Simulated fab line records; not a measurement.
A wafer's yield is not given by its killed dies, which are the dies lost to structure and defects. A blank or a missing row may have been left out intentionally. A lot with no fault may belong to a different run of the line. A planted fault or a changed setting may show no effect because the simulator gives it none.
Matching of chambers ; flow n5_finfet ; cmp-03 running N5_MOL_CONTACT_COAG_CMP_52: 4 sister chambers
The step polishes, stops on SiO2, t overpolish 1.5 s, target thk 66.5 nm. 24 wafers are shown with their chamber, then 12 later ones without.

WAFERS, EACH WITH ITS CHAMBER
wafer;chamber;time_to_endpoint_s (s);motor_current_A (A);overpolish_run_s (s)
L075.1;0;16.3;11.5;1.521
L075.2;1;15.6;12.1;1.496
L075.6;0;17.6;11.8;1.502
L077.2;0;15.0;11.8;1.510
L077.3;3;13.5;11.6;1.504
L077.6;1;11.1;12.4;1.496
L078.1;2;12.4;12.3;1.500
L078.3;0;17.5;12.0;1.504
L078.6;1;17.3;12.5;1.498
L080.1;3;10.8;11.4;1.496
L080.4;0;15.5;11.5;1.509
L080.5;3;12.7;12.7;1.485
L083.2;1;13.9;12.5;1.502
L083.3;0;16.3;12.0;1.497
L083.5;1;12.4;12.8;1.512
L085.3;0;12.1;11.5;1.500
L085.4;1;14.8;12.6;1.497
L085.6;3;13.1;11.9;1.488
L088.3;2;12.0;11.8;1.495
L088.4;3;12.0;11.7;1.504
L088.6;3;13.5;13.1;1.510
L088.1;1;12.8;11.7;1.486
L088.2;0;14.7;11.3;1.492
L088.5;0;15.3;11.3;1.500

SIGNATURES (means of the wafers above)
reading;chamber 0;chamber 1;chamber 2;chamber 3;scatter within a chamber
time_to_endpoint_s;15.589;13.986;12.200;12.600;1.65
motor_current_A;11.633;12.371;12.050;12.067;0.437
overpolish_run_s;1.50389;1.49814;1.49750;1.49783;0.0085
Rule: a wafer's distance from a chamber is the root of the sum, over the readings, of the square of ((its reading less the chamber's mean) divided by the reading's scatter). If the next closest chamber is less than 2 further off than the closest, the wafer can't be placed; otherwise it belongs to the closest. The scatter: take each reading less its chamber's mean, square it, sum over the shown wafers, divide by the number of wafers less the number of chambers, and take the root.

WAFERS WITHOUT THEIR CHAMBER
wafer;time_to_endpoint_s (s);motor_current_A (A);overpolish_run_s (s)
L090.2;13.9;12.6;1.480
L090.4;15.5;11.4;1.496
L090.6;16.1;11.0;1.497
L092.2;12.0;12.3;1.487
L092.4;17.1;11.9;1.510
L092.6;14.5;11.5;1.487
L093.1;16.9;12.5;1.509
L093.2;14.5;12.5;1.505
L093.5;14.1;12.4;1.494
L095.1;17.1;11.5;1.505
L095.3;16.3;12.0;1.511
L095.5;16.7;11.4;1.490

THE CHAMBER EACH PASSED THROUGH
wafer;from the rows above;in truth
L090.2;can't be placed: 1 or 3 or 2 or 0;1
L090.4;can't be placed: 0 or 3 or 1 or 2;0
L090.6;can't be placed: 0 or 3 or 2 or 1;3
L092.2;can't be placed: 2 or 3 or 1 or 0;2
L092.4;can't be placed: 0 or 1 or 3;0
L092.6;can't be placed: 0 or 3 or 2 or 1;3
L093.1;can't be placed: 1 or 0 or 3 or 2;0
L093.2;can't be placed: 1 or 3 or 2 or 0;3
L093.5;can't be placed: 1 or 3 or 2 or 0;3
L095.1;can't be placed: 0 or 1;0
L095.3;can't be placed: 0 or 1 or 3 or 2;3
L095.5;can't be placed: 0 or 1 or 3 or 2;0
0 of 12 placed correctly. Cannot be placed on the basis of these rows: 12; the candidates contain the true chamber in 12. 0 placed wrongly.
